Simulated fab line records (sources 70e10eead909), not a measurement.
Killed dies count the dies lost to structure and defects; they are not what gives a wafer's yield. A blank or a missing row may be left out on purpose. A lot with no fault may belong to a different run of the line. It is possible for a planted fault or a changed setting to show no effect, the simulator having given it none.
Problem report in the 8D (eight disciplines) form, filled by code / flow nand_harc / the parts of the form that need people (team, actions taken, sign-off) are left out

## 1. WHAT IS WRONG
Wafers without a fault read 200 nm, standard deviation 3.1; thk_nm at NHARC_A_ONON_D1_THK_MEAS_34 reads a mean of 262 nm on 3 wafers belonging to 2 lots. Relative to the usual mean, that is a shift of +20 standard deviations.
The step: measures by ellipsometry.
The first sign was on wafer L921.5 at day 13 03:05, on film_metro-02. The record holds 37 wafers of 13 lots with a number at this step. Rule for "out" (also "out of limits"): further than 4 standard deviations from the usual mean. All remaining wafers that have a number are taken as sound.

## 2. WHAT IT IS; WHAT IT IS NOT
question=which readings at this step | is=thk_nm | is not=-
question=which lots | is=L921, L923 | is not=L909, L910, L911, L913, L925, L926, L927, L929, L930, L931, L932
question=which wafers of those lots | is=L921.5, L921.6, L923.1 | is not=L921.3
question=read on which gauges | is=film_metro-02 | is not=film_metro-01
question=when | is=from day 13 03:05 | is not=up to then (13 sound wafers); but 21 sound wafers of L925, L926, L927, L929, L930, L931, L932 came after

## 3. THE SUSPECTS, EACH WITH WHAT RULES IT OUT
Counting: a tool at a process step up to the reading stays a suspect if it ran every lot that is out. Sound lots after the first of them don't rule it out here, since some wafers of a struck lot are sound.
- the gauge at NHARC_A_ONON_D1_THK_MEAS_34: kept. All the wafers that are out were read on film_metro-02, and no step on other tools shows them out.
- pecvd-03 at NHARC_A_ONON_D1_DEP_33 (deposits SiO2, target thk 200 nm): kept. It ran every lot that is out, first L921 (day 13 02:40); its last sound lot up to then is L913 (day 10 00:47).
The count leaves film_metro-02 at NHARC_A_ONON_D1_THK_MEAS_34 and pecvd-03 at NHARC_A_ONON_D1_DEP_33.

## 4. THE CAUSE (what the simulator had put in)
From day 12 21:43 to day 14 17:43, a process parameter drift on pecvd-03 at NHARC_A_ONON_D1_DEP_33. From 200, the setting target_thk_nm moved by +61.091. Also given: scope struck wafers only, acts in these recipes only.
Of the 2 suspects that counting leaves, this tool is one.

## 5. THE EFFECT CHAIN, in route order
Each row: a reading where the mean over the struck wafers with a number is more than 3 standard deviations away from the usual. Only readings for which the record gives a usual standard deviation are gone through. hours: the time from each lot's start at the first step in this table that gives one to its start at this step, as a median over the lots. sigmas: the change in usual standard deviations.
hours=0; step=NHARC_A_ONON_D1_THK_MEAS_34; reading=thk_nm; usual=200 nm; on struck wafers=262; change=+62; sigmas=+20
At these later measuring or inspecting steps, every struck wafer for which the step has a row has a number for every such reading, and none has moved that far: NHARC_A_CHANNEL_HOLE_D1_CD_MEAS_10.

## 6. HOW IT WOULD HAVE BEEN CAUGHT EARLIER
In this record the first reading out of limits at a measuring or inspecting step was taken at day 13 03:05, 5 hours after the fault began at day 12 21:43.
Tool readings at NHARC_A_ONON_D1_DEP_33 with a usual standard deviation given in the record: none out on any struck wafer, hence no alarm at a limit of 4 standard deviations on them.
Lots out: 2; of these, L923 started NHARC_A_ONON_D1_DEP_33 on pecvd-03 after day 13 03:05. A hold on the tool at that time would have spared it.
